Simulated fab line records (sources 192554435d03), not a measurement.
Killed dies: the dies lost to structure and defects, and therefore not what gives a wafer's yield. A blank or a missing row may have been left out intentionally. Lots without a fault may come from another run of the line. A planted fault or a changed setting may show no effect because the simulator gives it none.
fab line records | flow n5_finfet
[record] lots = 6 wafers = 18 last_day = 16
route steps=1938 shown MOL_CONTACT_COAG@566
lots with no fault: from the same line, run without faults
start_h: the number of hours between the record's first day and the start of the first shown wafer of the lot | wait_h: time in hours since the lot's previous step | " identical to the entry in the row above | L1.1+2: several wafers, shown together as one row | - value missing, or start not given | * or withheld: withheld | < > ~ a bound
route shown NAME@n: NAME is a module with steps in the file, n the number in the route of the first one | usual: mean and standard deviation over wafers with no fault | same: alike in all rows | chamber/n: place in a boat | sites: each site's reading | _std_site: standard deviation across them | _edge_site: outer sites' mean less inner sites' | radius_mm: for every site, how far away it sits from the centre of the wafer | mask NAME#n: copy n | behind: the last tool/chamber to shape the wafer | hold: why the lot was held/for how many hours/how that ended | device: the n, p or np transistor that did not switch | end of line: tests of these same wafers at the route's end | a step with no rows: only its recipe | killed: at the first sort, the dies lost to defects and structure; wafer yield is something else | map: the dies of a wafer, with x for killed, . for not killed, _ for no die there
set.NAME: the run value of the setting; set.NAME@STEP: its run value at that earlier step | model.NAME: the simulator's own value behind a step, which no gauge read
lots at selected steps of the route; one table per step, one row per wafer
services: from which hour (start_h, from the record's first day; less than 0 if before it) a tool's chamber was out of use, for how many hours, and why
[[steps]]
[step N5_MOL_CONTACT_COAG_COAT_77]
[recipe] resist = underlayer temp_c = 205 time_s = 60 spin_rpm = 1500 resist_thk_nm = 10
[step N5_MOL_CONTACT_COAG_COAT_78]
[recipe] resist = CAR-EUV spin_rpm = 1500 resist_thk_nm = 40
[step N5_MOL_CONTACT_COAG_EBR_80]
[recipe] solvent = PGMEA ebr_width_mm = 1.5
[step N5_MOL_CONTACT_COAG_SOFTBAKE_79]
[recipe] temp_c = 110 time_s = 60 resist = CAR-EUV
[step N5_MOL_CONTACT_COAG_EXPOSE_81]
[recipe] mask_id = VG na = 0.33 source_shape = annular sigma_inner = 0.3 sigma_outer = 0.7 polarization = unpolarized defocus_nm = 0 dose_mj = 59.5
[step N5_MOL_CONTACT_COAG_PEB_82]
[recipe] peb_temp_c = 100 peb_time_s = 60 resist = CAR-EUV
[step N5_MOL_CONTACT_COAG_DEVELOP_83]
[recipe] develop_time_s = 30 developer = TMAH resist = CAR-EUV rinse_liquid = surfactant_rinse dry = air_spin dev_temp_c = 23
[step N5_MOL_CONTACT_COAG_CD_MEAS_84]
[recipe] target_cd_nm = 25.1 landing_energy_ev = 500 detector = se_inlens polarity = opening
[usual] cd_nm = 25.16/0.25
// columns lot.wafer tool chamber start_h wait_h cd_nm
L121.1 cd_sem-02 0 110.39 - 24.80
L121.2 " 0 " " 24.86
L121.3 " 0 " " 24.90
L122.1 cd_sem-01 0 115.41 - 25.14
L122.5 " 0 " " 25.00
L122.6 " 0 " " 25.14
L130.1 cd_sem-03 0 159.29 - 24.96
L130.4 " 0 " " 25.09
L130.5 " 0 " " 25.45
L131.1 cd_sem-03 0 166.35 - 24.90
L131.3 " 0 " " 24.87
L131.4 " 0 " " 24.99
L133.2 cd_sem-02 0 175.44 - 25.17
L133.3 " 0 " " 25.40
L133.4 " 0 " " 25.23
L137.1 cd_sem-03 0 200.75 - 25.47
L137.4 " 0 " " 25.77
L137.5 " 0 " " 25.17
[step N5_MOL_CONTACT_COAG_OVL_MEAS_85]
[recipe] points_per_wafer = 522
[usual] VG_OVL = -0.4/0.71
// columns lot.wafer tool chamber start_h wait_h VG_OVL[nm]
L121.1 overlay-02 0 110.42 0.0 -0.2
L121.2 " 0 " " 0.1
L121.3 " 0 " " -0.5
L122.1 overlay-02 0 115.44 0.0 -1.4
L122.5 " 0 " " -0.1
L122.6 " 0 " " -0.9
L130.1 overlay-02 0 159.32 0.0 0.9
L130.4 " 0 " " -0.7
L130.5 " 0 " " 0.9
L131.1 overlay-01 0 166.38 0.0 -0.9
L131.3 " 0 " " -0.9
L131.4 " 0 " " 0.5
L133.2 overlay-01 0 175.48 0.0 -1.1
L133.3 " 0 " " -0.6
L133.4 " 0 " " -1.2
L137.1 overlay-01 0 200.78 0.0 -0.5
L137.4 " 0 " " -2.0
L137.5 " 0 " " -1.0
[step N5_MOL_CONTACT_COAG_INSPECT_57]
[recipe] mode = adi inspect_instrument = brightfield
[usual] raw_defect_count = 175/43
// columns lot.wafer tool chamber start_h wait_h raw_defect_count
L121.1 defect_inspect-01 - 110.48 0.1 172
L121.2 " - " " 225
L121.3 " - " " 172
L122.1 defect_inspect-01 - 115.51 0.1 272
L122.5 " - " " 143
L122.6 " - " " 181
L130.1 defect_inspect-02 - 159.38 0.1 165
L130.4 " - " " 123
L130.5 " - " " 151
L131.1 defect_inspect-02 - 166.44 0.1 174
L131.3 " - " " 150
L131.4 " - " " 180
L133.2 defect_inspect-02 - 175.54 0.1 130
L133.3 " - " " 173
L133.4 " - " " 126
L137.1 defect_inspect-01 - 200.83 0.1 175
L137.4 " - " " 145
L137.5 " - " " 185
[step N5_MOL_CONTACT_COAG_DESCUM_88]
[recipe] chemistry = O2 time_s = 7 source_power_w = 50 bias_power_w = 20 pressure_mtorr = 20 rf_frequency_hz = 2.712e+07 temp_c = 40 resist = CAR-EUV o2_flow_sccm = 225
[usual] drypump_motor_current_A = 5.8/0.62 oes_product_au = 0.80/0.088 rf_vpp_V = 242.6/1.1 showerhead_plenum_p_Torr = 2.06/0.054 throttle_valve_pct = 20.36/0.27
// columns lot.wafer tool chamber start_h wait_h drypump_motor_current_A oes_product_au rf_hours_counter_h rf_vpp_V showerhead_plenum_p_Torr throttle_valve_pct
L121.1 rie_diel-05 0 110.55 0.1 6.0 0.80 107 242.3 2.01 20.17
L121.2 " 2 " " 6.6 0.73 178 243.0 2.10 20.61
L121.3 " 1 " " 6.4 0.93 27 242.0 2.05 20.26
L122.1 rie_diel-06 0 115.71 0.2 4.9 0.72 188 241.8 1.99 20.83
L122.5 " 3 " " 6.5 0.75 - 243.7 2.18 20.59
L122.6 " 0 " " 4.9 0.72 - 242.1 1.99 20.84
L130.1 rie_diel-05 2 159.41 0.0 6.6 0.71 195 242.8 2.10 20.63
L130.4 " 1 " " 6.4 0.90 43 241.6 2.05 20.28
L130.5 " 3 " " 4.8 0.85 - 242.9 2.05 19.96
L131.1 rie_diel-05 0 166.48 0.0 6.0 0.79 125 241.9 2.01 20.19
L131.3 " 3 " " 4.9 0.87 35 243.7 2.05 19.94
L131.4 " 3 " " 4.9 0.85 - 242.4 2.05 19.96
L133.2 rie_diel-02 3 175.95 0.4 5.9 0.70 221 242.2 2.06 20.57
L133.3 " 0 " " 5.1 0.89 46 243.6 2.06 20.41
L133.4 " 1 " " 5.5 0.87 35 243.2 2.05 19.90
L137.1 rie_diel-02 1 200.87 0.0 5.5 0.85 43 243.5 2.04 19.92
L137.4 " 2 " " 6.2 0.77 99 242.9 2.03 20.46
L137.5 " 0 " " 5.0 0.87 - 242.6 2.06 20.41
[step N5_MOL_CONTACT_COAG_ETCH_89]
[recipe] chemistry = N2/H2 target = underlayer target_depth_a = 130 mask_material = CAR-EUV time_s = 10.4 ion_energy_ev = 200 pressure_mtorr = 30 source_w = 840 bias_w = 150 n2_flow_sccm = 200 h2_flow_sccm = 200 ends = cleared
[usual] drypump_motor_current_A = 5.8/0.62 etch_rf_on_time_s = 10.4/0.31 oes_product_au = 0.68/0.073 rf_fwd_power_W = 819.2/2.4 rf_vpp_V = 522.5/2 showerhead_plenum_p_Torr = 2.50/0.066 throttle_valve_pct = 17.8/0.35
// columns lot.wafer tool chamber start_h wait_h drypump_motor_current_A etch_rf_on_time_s oes_product_au rf_fwd_power_W rf_hours_counter_h rf_vpp_V showerhead_plenum_p_Torr throttle_valve_pct
L121.1 rie_diel-05 0 110.59 0.0 6.0 10.5 0.66 819.9 107 521.3 2.47 17.7
L121.2 " 2 " " 6.6 10.4 0.63 818.4 178 522.4 2.54 18.0
L121.3 " 1 " " 6.3 10.2 0.79 817.3 27 523.3 2.48 17.5
L122.1 rie_diel-06 0 115.74 0.0 4.9 10.1 0.63 820.1 188 520.8 2.43 18.3
L122.5 " 3 " " 6.4 10.5 0.63 816.0 - 526.0 2.67 18.1
L122.6 " 0 " " 4.9 10.2 0.61 819.8 - 521.6 2.43 18.3
L130.1 rie_diel-05 2 159.45 0.0 6.6 10.4 0.60 820.6 195 523.6 2.53 18.1
L130.4 " 1 " " 6.4 10.1 0.76 820.2 43 521.3 2.47 17.5
L130.5 " 3 " " 4.9 11.0 0.71 818.8 - 522.5 2.47 17.2
L131.1 rie_diel-05 0 166.51 0.0 6.0 10.5 0.66 817.0 125 521.5 2.46 17.8
L131.3 " 3 " " 4.9 11.0 0.71 816.3 35 522.7 2.47 17.2
L131.4 " 3 " " 4.9 11.1 0.71 818.8 - 522.4 2.47 17.2
L133.2 rie_diel-02 3 175.98 0.0 6.0 10.1 0.61 819.0 221 521.9 2.52 18.2
L133.3 " 0 " " 5.1 10.0 0.77 821.8 46 522.2 2.50 17.9
L133.4 " 1 " " 5.5 10.3 0.75 816.8 35 522.0 2.48 17.2
L137.1 rie_diel-02 1 200.90 0.0 5.5 10.3 0.74 818.8 43 522.7 2.47 17.3
L137.4 " 2 " " 6.2 10.2 0.67 822.9 99 521.3 2.46 17.9
L137.5 " 0 " " 5.0 10.0 0.74 815.9 - 523.1 2.50 17.9
[step N5_MOL_CONTACT_COAG_ETCH_90]
[recipe] chemistry = CF4 target = SiARC target_depth_a = 130 mask_material = CAR-EUV time_s = 21.7 ion_energy_ev = 80 pressure_mtorr = 40 source_w = 545 bias_w = 36 Ar_flow_sccm = 100 cf4_flow_sccm = 100 ends = cleared
[usual] drypump_motor_current_A = 5.8/0.62 etch_rf_on_time_s = 21.7/0.66 oes_product_au = 0.68/0.073 rf_fwd_power_W = 531.5/1.8 rf_vpp_V = 183.5/1.1 showerhead_plenum_p_Torr = 2.10/0.051 throttle_valve_pct = 15.52/0.28
// columns lot.wafer tool chamber start_h wait_h drypump_motor_current_A etch_rf_on_time_s oes_product_au rf_fwd_power_W rf_hours_counter_h rf_vpp_V showerhead_plenum_p_Torr throttle_valve_pct
L121.1 rie_diel-05 0 110.61 0.0 6.0 21.8 0.67 530.9 107 182.9 2.06 15.41
L121.2 " 2 " " 6.6 21.7 0.62 529.3 178 183.5 2.13 15.67
L121.3 " 1 " " 6.3 21.1 0.80 531.3 27 183.1 2.11 15.45
L122.1 rie_diel-06 0 115.76 0.0 4.9 21.0 0.63 532.7 188 184.3 2.04 15.98
L122.5 " 3 " " 6.5 22.1 0.64 531.8 - 185.2 2.22 15.70
L122.6 " 0 " " 4.9 20.8 0.63 534.1 - 182.5 2.04 15.97
L130.1 rie_diel-05 2 159.47 0.0 6.6 21.4 0.62 532.0 195 183.5 2.13 15.72
L130.4 " 1 " " 6.4 36.8 0.58 537.6 43 184.7 2.10 15.46
L130.5 " 3 " " 4.9 23.1 0.71 532.8 - 183.0 2.10 15.06
L131.1 rie_diel-05 0 166.53 0.0 6.0 21.4 0.67 531.5 125 183.1 2.06 15.42
L131.3 " 3 " " 4.9 39.9 0.54 536.4 35 182.6 2.09 15.05
L131.4 " 3 " " 4.9 40.1 0.54 539.2 - 183.8 2.09 15.05
L133.2 rie_diel-02 3 176.00 0.0 5.9 21.2 0.60 531.1 221 183.0 2.13 15.90
L133.3 " 0 " " 5.0 21.1 0.75 534.3 46 183.5 2.09 15.34
L133.4 " 1 " " 5.5 21.5 0.74 531.2 35 184.1 2.10 15.10
L137.1 rie_diel-02 1 200.92 0.0 5.5 21.7 0.72 531.9 43 182.6 2.10 15.13
L137.4 " 2 " " 6.2 21.4 0.66 531.2 99 183.4 2.08 15.66
L137.5 " 0 " " 5.0 20.9 0.75 531.5 - 182.7 2.09 15.38
[step N5_MOL_CONTACT_COAG_ALD_131]
[recipe] material = SiO2 target_thk_a = 50 temp_c = 100 ald_precursor_family = BDEAS ald_co_reactant = O2-plasma pulse_time_s = 1 co_reactant_pulse_time_s = 1 purge_time_s = 2 co_reactant_purge_time_s = 2 ald_cycles = 35 pressure_torr = 2
[usual] heater_power_w = 78/7.4 precursor_pulse_height_rel = 1.002/0.023
[same] co_reactant_pulse_time_s = 1
// columns lot.wafer tool chamber start_h wait_h heater_power_w precursor_pulse_height_rel
L121.1 ald_sin-01 1 110.69 0.1 75 1.023
L121.2 " 3 " " 80 1.016
L121.3 " 0 " " 78 1.011
L122.1 ald_sin-03 1 115.84 0.1 69 1.008
L122.5 " 0 " " 98 1.011
L122.6 " 3 " " 70 0.968
L130.1 ald_sin-01 2 159.55 0.1 78 1.021
L130.4 " 0 " " 77 0.993
L130.5 " 3 " " 80 1.029
L131.1 ald_sin-03 3 167.30 0.7 70 0.997
L131.3 " 0 " " 102 1.001
L131.4 " 1 " " 71 0.995
L133.2 ald_sin-01 0 176.08 0.1 78 0.964
L133.3 " 1 " " 74 0.981
L133.4 " 2 " " 76 0.980
L137.1 ald_sin-03 0 201.00 0.1 91 0.994
L137.4 " 2 " " 77 1.006
L137.5 " 0 " " 91 0.984
[[services]]
// columns tool chamber start_h hours kind
rie_diel-06 2 89.66 4.8 repair
rie_diel-02 0 126.72 16.1 repair
rie_diel-06 1 151.02 - clean
rie_diel-06 1 151.02 - consumable_replace:focus_ring
rie_diel-06 1 151.02 - consumable_replace:showerhead
rie_diel-06 1 151.02 25.5 scheduled_down
rie_diel-06 1 151.02 25.5 vent_cycle
rie_diel-05 1 162.15 36.3 repair
ald_sin-03 - 178.35 14.0 pm
ald_sin-03 0 178.35 14.0 vent_cycle
ald_sin-03 1 178.35 14.0 vent_cycle
ald_sin-03 2 178.35 14.0 vent_cycle
ald_sin-03 3 178.35 14.0 vent_cycle
ald_sin-03 0 192.35 - clean
ald_sin-03 1 192.35 - clean
ald_sin-03 2 192.35 - clean
ald_sin-03 3 192.35 - clean
rie_diel-06 2 197.89 1.5 repair
rie_diel-02 1 198.27 1.6 repair
[[key]]
[first_sign] step = N5_MOL_CONTACT_COAG_ETCH_90 reading = etch_rf_on_time_s direction = up sigmas = 26 usual = * struck = *
[effect] step = N5_MOL_CONTACT_COAG_ETCH_90 reading = rf_fwd_power_W direction = up sigmas = 3.5 usual = * struck = *
met_at N5_MOL_CONTACT_COAG_ETCH_90
struck_wafers L130.4,L131.3,L131.4
tester_left_out L130,L131
onset_between 110.61 159.47
[fault] kind = process_parameter_drift tool = rie_diel-05 chamber = - onset_h = 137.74 steps = N5_MOL_CONTACT_COAG_ETCH_90 channel = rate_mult offset = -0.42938 shape = step end_h = 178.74 scope = struck_wafers_only
// tester_left_out: of these lots the tester's yield and bins aren't shown, on N5 and GAA mostly nor the transistor test; their killed dies are dies lost to structure and defects alone, not to doping, threshold or leakage, so they don't give the yield
